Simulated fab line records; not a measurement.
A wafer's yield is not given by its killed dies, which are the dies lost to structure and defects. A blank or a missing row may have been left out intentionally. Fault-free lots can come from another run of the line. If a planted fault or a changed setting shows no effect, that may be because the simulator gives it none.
Which tool did it? :: flow n5 finfet :: 17 wafers from 6 lots sampled at 3 of the route's 1938 steps

== WHAT EACH GAUGE READ, for each wafer ==
N5_BEOL_M15_THK_MEAS_50: measures by xrf.
lot: L235
measured: day 12 22:36
on: film metro-01
M15_THK (nm): 858 838 818

lot: L238
measured: day 13 11:02
on: film metro-01
M15_THK (nm): 840 824 837

lot: L240
measured: day 13 15:50
on: film metro-01
M15_THK (nm): 833 852 846

lot: L242
measured: day 15 03:34
on: film metro-01
M15_THK (nm): 819 825 847

lot: L248
measured: day 16 05:44
on: film metro-02
M15_THK (nm): 845 819

lot: L253
measured: day 16 22:58
on: film metro-02
M15_THK (nm): 826 847 859

== WHAT TOOL EACH LOT RAN ON (gives the tool, then ch and the chambers of the sampled wafers, and finally the start) ==
lot: L235
N5_BEOL_M15_SPUTTER_45: pvd sputter-03, day 12 21:39
N5_BEOL_M15_ANNEAL_48: rtp anneal-01 ch 0, day 12 22:01

lot: L238
N5_BEOL_M15_SPUTTER_45: pvd sputter-02, day 13 09:29
N5_BEOL_M15_ANNEAL_48: rtp anneal-02 ch 0, day 13 10:29

lot: L240
N5_BEOL_M15_SPUTTER_45: pvd sputter-01, day 13 14:53
N5_BEOL_M15_ANNEAL_48: rtp anneal-02 ch 0, day 13 15:17

lot: L242
N5_BEOL_M15_SPUTTER_45: pvd sputter-03, day 15 02:37
N5_BEOL_M15_ANNEAL_48: rtp anneal-02 ch 0, day 15 02:58

lot: L248
N5_BEOL_M15_SPUTTER_45: pvd sputter-01, day 16 03:55
N5_BEOL_M15_ANNEAL_48: rtp anneal-01 ch 0, day 16 05:19

lot: L253
N5_BEOL_M15_SPUTTER_45: pvd sputter-01, day 16 22:01
N5_BEOL_M15_ANNEAL_48: rtp anneal-02 ch 0, day 16 22:23
- N5_BEOL_M15_SPUTTER_45: material Cu, target thk 100 nm, time 16.67 s.
- N5_BEOL_M15_ANNEAL_48: time 90 s.

== THE ANSWER, worked out from the rows above alone ==
Rule: usual is defined by the lots themselves. The widest of any qualifying gaps counts: lots, ordered by their means at a reading, are off when they make up no more than a third of the lots, leave a main group of 4 or more, and stand apart from it by 3 or more times the standard deviation of that group's means. A main group is skipped when, at the precision printed for the reading in the tables above, its means are all equal. Also off: a lot with no number at a reading for which 4 or more lots have one. All remaining lots with rows at the step are treated as sound.
Across all readings shown, no lot is off: no conclusion can be drawn from this.

== WHAT THE SIMULATOR HAD PUT IN ==
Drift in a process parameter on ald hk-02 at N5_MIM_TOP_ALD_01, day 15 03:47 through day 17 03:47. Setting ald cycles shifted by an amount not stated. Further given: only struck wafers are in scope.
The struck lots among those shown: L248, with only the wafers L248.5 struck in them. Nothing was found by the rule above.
